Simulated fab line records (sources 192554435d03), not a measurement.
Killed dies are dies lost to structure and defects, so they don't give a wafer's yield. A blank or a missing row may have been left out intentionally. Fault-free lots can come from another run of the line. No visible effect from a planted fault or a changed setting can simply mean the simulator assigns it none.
Lot-split experiment    flow n5 finfet    on a route of 1938 steps: 7 lots, 39 wafers read

## THE SPLIT
At N5_BEOL_M2_ALD_98 (deposits SiO2, target thk 2.5 nm, pulse time 1 s, co reactant pulse time 1 s), the setting ald cycles was moved away from the recipe's 17 on 12 of the 39 wafers read, by -41.2% to +35.3%. This setting was run at the recipe's value on the other wafers.

The reading comes from the split's own step.

## THE READING
SiO2_of_BEOL_M2_ALD_98.thk nm (the simulator's own value, which no gauge read), in nm, at N5_BEOL_M2_ALD_98 (deposits SiO2, target thk 2.5 nm, pulse time 1 s, co reactant pulse time 1 s). No usual value for it is given in the file. Across the 27 wafers here that went through the recipe, the average is 2.5 nm and the standard deviation 0.099 nm.

wafer   tool, chamber at the split  ald cycles as run  against the recipe  SiO2_of_BEOL_M2_ALD_98.thk nm, nm  against lot-mates on the recipe
L077.1  ald sin-03, 2,1,2           13                 -23.5%              2                                  -0.5
L077.3  ald sin-03, 2,1,2           13                 -23.5%              2                                  -0.5
L077.5  ald sin-03, 2,1,2           13                 -23.5%              2                                  -0.5
L077.2  ald sin-03, 0,3             17                 recipe              2.6                                -
L077.4  ald sin-03, 0,3             17                 recipe              2.6                                -
L077.6  ald sin-03, 1               17                 recipe              2.4                                -
L078.1  ald sin-01, 3,2,0,1,3,2     17                 recipe              2.6                                -
L078.2  ald sin-01, 3,2,0,1,3,2     17                 recipe              2.6                                -
L078.3  ald sin-01, 3,2,0,1,3,2     17                 recipe              2.6                                -
L078.4  ald sin-01, 3,2,0,1,3,2     17                 recipe              2.6                                -
L078.5  ald sin-01, 3,2,0,1,3,2     17                 recipe              2.6                                -
L078.6  ald sin-01, 3,2,0,1,3,2     17                 recipe              2.6                                -
L080.1  ald sin-01, 3,0,3           23                 +35.3%              3.4                                +0.8
L080.4  ald sin-01, 3,0,3           23                 +35.3%              3.4                                +0.8
L080.5  ald sin-01, 3,0,3           23                 +35.3%              3.4                                +0.8
L080.2  ald sin-01, 2,1,2           17                 recipe              2.6                                -
L080.3  ald sin-01, 2,1,2           17                 recipe              2.6                                -
L080.6  ald sin-01, 2,1,2           17                 recipe              2.6                                -
L083.1  ald sin-03, 2,0,2           17                 recipe              2.4                                -
L083.2  ald sin-03, 2,0,2           17                 recipe              2.4                                -
L083.6  ald sin-03, 2,0,2           17                 recipe              2.4                                -
L083.3  ald sin-03, 1,3,1           10                 -41.2%              1.4                                -1.0
L083.4  ald sin-03, 1,3,1           10                 -41.2%              1.4                                -1.0
L083.5  ald sin-03, 1,3,1           10                 -41.2%              1.4                                -1.0
L086.1  ald sin-01, 1,2             17                 recipe              2.4                                -
L086.2  ald sin-01, 1,2             17                 recipe              2.4                                -
L086.3  ald sin-01, 3               17                 recipe              2.6                                -
L090.1  ald sin-02, 1,3,1           12                 -29.4%              1.8                                -0.6
L090.2  ald sin-02, 1,3,1           12                 -29.4%              1.8                                -0.6
L090.5  ald sin-02, 1,3,1           12                 -29.4%              1.8                                -0.6
L090.3  ald sin-02, 2,0,2           17                 recipe              2.4                                -
L090.4  ald sin-02, 2,0,2           17                 recipe              2.4                                -
L090.6  ald sin-02, 2,0,2           17                 recipe              2.4                                -
L094.1  ald sin-03, 3,0,0           17                 recipe              2.6                                -
L094.3  ald sin-03, 3,0,0           17                 recipe              2.6                                -
L094.6  ald sin-03, 3,0,0           17                 recipe              2.6                                -
L094.2  ald sin-03, 1,2,1           17                 recipe              2.4                                -
L094.4  ald sin-03, 1,2,1           17                 recipe              2.4                                -
L094.5  ald sin-03, 1,2,1           17                 recipe              2.4                                -
Where a row lists several chambers, the file gives one row for several wafers and doesn't say which wafer went through which chamber.

THE FIT
A straight line over all 39 wafers: SiO2_of_BEOL_M2_ALD_98.thk nm changes by +0.0253 nm for each +1% of ald cycles; r = +0.98; the points scatter about the line by 0.091 nm.
The same after taking each lot's own level away (the mean of its wafers on the recipe; 39 wafers): +0.0229 nm for each +1%; r = +0.99; scatter 0.061 nm.
According to that fit, moving ald cycles by its largest amount changes the reading by 0.94 nm.
The lots' own levels span 2.40 to 2.60 nm, that is 2.0 times the standard deviation above.
Thus the slope moves with the lot-to-lot level: the two fits are different.
Check: -0.931 nm against its lot-mates is what the line predicts for one of the wafers moved furthest among these (-41.2%) when that wafer is left out of the fit. Against them it came out at -1 nm.

## OTHER SPLITS ON THESE WAFERS
Before the reading, these wafers also passed through other splits. Each is held against what the fit with the lots' levels taken away leaves over:
other split on the same wafers         wafers away from the commonest value  r with SiO2_of_BEOL_M2_ALD_98.thk nm (lot level and that fit taken away)
N5_STI_FIN_REVEAL_ALD_00 target thk a  12                                    +0.10
N5_SD_EPI_N_DESCUM_14 time s           18                                    -0.03
N5_HKMG_FIN_ALD_21 ald cycles          12                                    +0.09
N5_MOL_CONTACT_COAG_ALD_27 time s      12                                    -0.06

## FILE'S OWN FIT
SiO2_of_BEOL_M2_ALD_98.thk nm changes by +0.0228 nm for each +1% of ald cycles, r = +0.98.
